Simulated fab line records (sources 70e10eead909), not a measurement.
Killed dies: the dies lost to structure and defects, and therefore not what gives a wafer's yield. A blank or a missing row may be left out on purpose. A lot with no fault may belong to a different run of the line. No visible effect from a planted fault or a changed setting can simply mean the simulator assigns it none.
Which tool did it? || flow nand_harc || Sampling: 6 lots, 18 wafers, 3 of 1302 route steps

## WHAT EACH GAUGE READ, for each wafer
NHARC_A_ONON_D2_THK_MEAS_08: measures by ellipsometry.
{"lot": "L844", "measured": "day 12 19:45", "on": "film_metro-01", "thk_nm (nm)": "1009 1009 1009"}
{"lot": "L848", "measured": "day 14 04:50", "on": "film_metro-01", "thk_nm (nm)": "1010 1010 1012"}
{"lot": "L849", "measured": "day 15 14:49", "on": "film_metro-02", "thk_nm (nm)": "588 1006 1005"}
{"lot": "L850", "measured": "day 15 20:48", "on": "film_metro-02", "thk_nm (nm)": "583 582 582"}
{"lot": "L858", "measured": "day 19 05:52", "on": "film_metro-02", "thk_nm (nm)": "997 998 1000"}
{"lot": "L862", "measured": "day 20 21:41", "on": "film_metro-01", "thk_nm (nm)": "996 998 997"}

## EACH LOT AND THE TOOL THAT RAN IT (in order: tool; ch and the chambers of the sampled wafers; start)
{"lot": "L844", "NHARC_A_CHANNEL_FILL_D1_STRIP_28": "rie_diel-01 ch 1,2, day 10 04:20", "NHARC_A_ONON_D2_DEP_06": "pecvd_onon-01 ch 0, day 12 19:21"}
{"lot": "L848", "NHARC_A_CHANNEL_FILL_D1_STRIP_28": "rie_diel-01 ch 0,1,3, day 11 15:32", "NHARC_A_ONON_D2_DEP_06": "pecvd_onon-01 ch 0, day 14 04:27"}
{"lot": "L849", "NHARC_A_CHANNEL_FILL_D1_STRIP_28": "rie_diel-01 ch 2,3, day 12 15:42", "NHARC_A_ONON_D2_DEP_06": "pecvd_onon-03 ch 0, day 15 14:25"}
{"lot": "L850", "NHARC_A_CHANNEL_FILL_D1_STRIP_28": "rie_diel-04 ch 0,1,2, day 13 09:08", "NHARC_A_ONON_D2_DEP_06": "pecvd_onon-03 ch 0, day 15 20:17"}
{"lot": "L858", "NHARC_A_CHANNEL_FILL_D1_STRIP_28": "rie_diel-01 ch 0,1,2, day 16 17:33", "NHARC_A_ONON_D2_DEP_06": "pecvd_onon-01 ch 0, day 19 05:29"}
{"lot": "L862", "NHARC_A_CHANNEL_FILL_D1_STRIP_28": "rie_diel-01 ch 1,2,3, day 18 09:03", "NHARC_A_ONON_D2_DEP_06": "pecvd_onon-01 ch 0, day 20 21:14"}
- NHARC_A_CHANNEL_FILL_D1_STRIP_28: strips in O2, time 20 s.
- NHARC_A_ONON_D2_DEP_06: target thk 1000 nm.

## THE ANSWER, worked out from the rows above alone
Rule: usual is defined by the lots themselves. The widest of any qualifying gaps counts: lots, ordered by their means at a reading, are off when they make up no more than a third of the lots, leave a main group of 4 or more, and stand apart from it by 3 or more times the standard deviation of that group's means. Not used: any main group whose means are identical at the precision the tables above print for the reading. A lot without any number at a reading at which 4 lots or more have one is off too. Where the step has rows for the other lots, those lots are counted as sound.
Off: L849, L850 (NHARC_A_ONON_D2_THK_MEAS_08, thk_nm). Main group: mean 1004 nm, sd 6.1.
If a tool, at a process step before that reading, ran all the lots that are off and no sound lot after the first of them, it fits. Gauges at NHARC_A_ONON_D2_THK_MEAS_08: tried the same way as those tools. One fits: pecvd_onon-03 at NHARC_A_ONON_D2_DEP_06. It ran no sound lot before its first lot that is off in this sample, so the start can't be narrowed down.

## WHAT HAD BEEN PUT IN BY THE SIMULATOR
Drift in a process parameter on pecvd_onon-03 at NHARC_A_ONON_D2_DEP_06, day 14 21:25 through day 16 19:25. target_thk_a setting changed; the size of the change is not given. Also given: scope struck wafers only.
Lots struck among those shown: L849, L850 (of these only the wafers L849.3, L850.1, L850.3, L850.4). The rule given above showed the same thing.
